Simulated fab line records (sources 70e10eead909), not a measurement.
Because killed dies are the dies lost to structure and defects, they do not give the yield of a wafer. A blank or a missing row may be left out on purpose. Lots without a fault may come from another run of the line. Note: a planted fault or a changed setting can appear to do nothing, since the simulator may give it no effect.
A struck lot beside a sound one	flow nand harc	15 steps out of a route of 1302
Sound: the wafers L130.1, L130.2, L130.3. Struck: wafer L147.1 (left out: L147.2, L147.5 of the same lot, which were not struck); the cause appears at the end.
Each step with rows lists, per side, the tool, then ch with its chambers, then its first start. Under that, the readings that differ: sound wafers	struck wafers	difference of the means	sigmas: that difference in standard deviations of wafers without a fault.
alike: words and numbers the same on both sides, and readings whose means are apart by under 2 such deviations; not compared: readings that were withheld, readings missing a value for some wafer, numbers with overlapping values and no deviation given by the record, and bounds like >300 which may hide the same value.
The two part at a step that has a row with sigmas, a row that says differs or no value, or rows on one side only. When numbers do not overlap yet have no deviation, they are printed without sigmas and do not part them. Lack of a reading on every wafer of one side parts them only where that side has two or more wafers.

first, 8 steps without rows for these wafers: NHARC_P_M2_HMDS_02 (time 30 s); NHARC_P_M2_COAT_34 (time 65 s); NHARC_P_M2_COAT_03 (resist thk 90 nm); NHARC_P_M2_SOFTBAKE_04 (time 55 s); NHARC_P_M2_EBR_05; NHARC_P_M2_EXPOSE_06 (exposes mask P M2, target cd 170 nm); NHARC_P_M2_PEB_07 (peb time 65 s); NHARC_P_M2_DEVELOP_08 (develop time 35 s).
NHARC_P_M2_CD_MEAS_09: the cd target is 170 nm.
  sound on cd sem-02 ch 0, day 7 23:25; struck on cd sem-03 ch 0, day 14 14:25
  alike: cd nm
NHARC_P_M2_OVL_MEAS_10: pitch 340 nm.
  sound on overlay-01, day 7 23:30; struck on overlay-02, day 14 14:31
  alike: overlay x nm, overlay y nm
NHARC_P_M2_INSPECT_11:
  sound on defect inspect-02, day 7 23:32; struck on defect inspect-01, day 14 14:32
  alike: raw defect count
NHARC_P_M2_DESCUM_14: chemistry O2, time 3 s.
  sound on rie diel-08 ch 0,1,2, day 7 23:36; struck on rie diel-08 ch 2, day 14 14:36
  alike: drypump motor current A, oes product au, rf vpp V, showerhead plenum p Torr, throttle valve pct
  not compared: rf hours counter h
NHARC_P_M2_ETCH_35: etches the open film in N2/H2, target depth 40 nm, overetch 12 nm, time 43.94 s.
  sound on rie diel-08 ch 0,2,3, day 7 23:41; struck on rie diel-08 ch 0, day 14 14:41
reading	sound	struck	difference	sigmas
run length s (s)	65.2 65.7 66.1	52.8	-12.9	-23
  alike: drypump motor current A, oes product au, rf vpp V, showerhead plenum p Torr, throttle valve pct
  not compared: rf fwd power W, rf hours counter h
NHARC_P_M2_ETCH_15: etches the open film in C4F8/Ar, target depth 182.5 nm, time 91.2 s.
  sound: rie diel-08 ch 0,2,3; struck: rie diel-08 ch 0
  alike: oes product au, rf fwd power W, rf vpp V, run length s
  not compared: rf hours counter h
-- jump in the record: it breaks off in module P_M2 and resumes in module END (first step shown: number 1302 of the route), and 18 days separate the struck wafers' starts before and after --
NHARC_END_SORT_01:
  at this point the record logs the struck wafers (prober-02 ch 0, day 32 03:56) and has no rows for the sound ones

== WHERE THEY PART ==
At NHARC_P_M2_ETCH_35 first; at NHARC_END_SORT_01 last (within this record only).

WHY: whatever the simulator had introduced
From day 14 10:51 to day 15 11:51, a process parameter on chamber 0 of rie diel-08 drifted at NHARC_P_M2_ETCH_35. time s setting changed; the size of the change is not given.
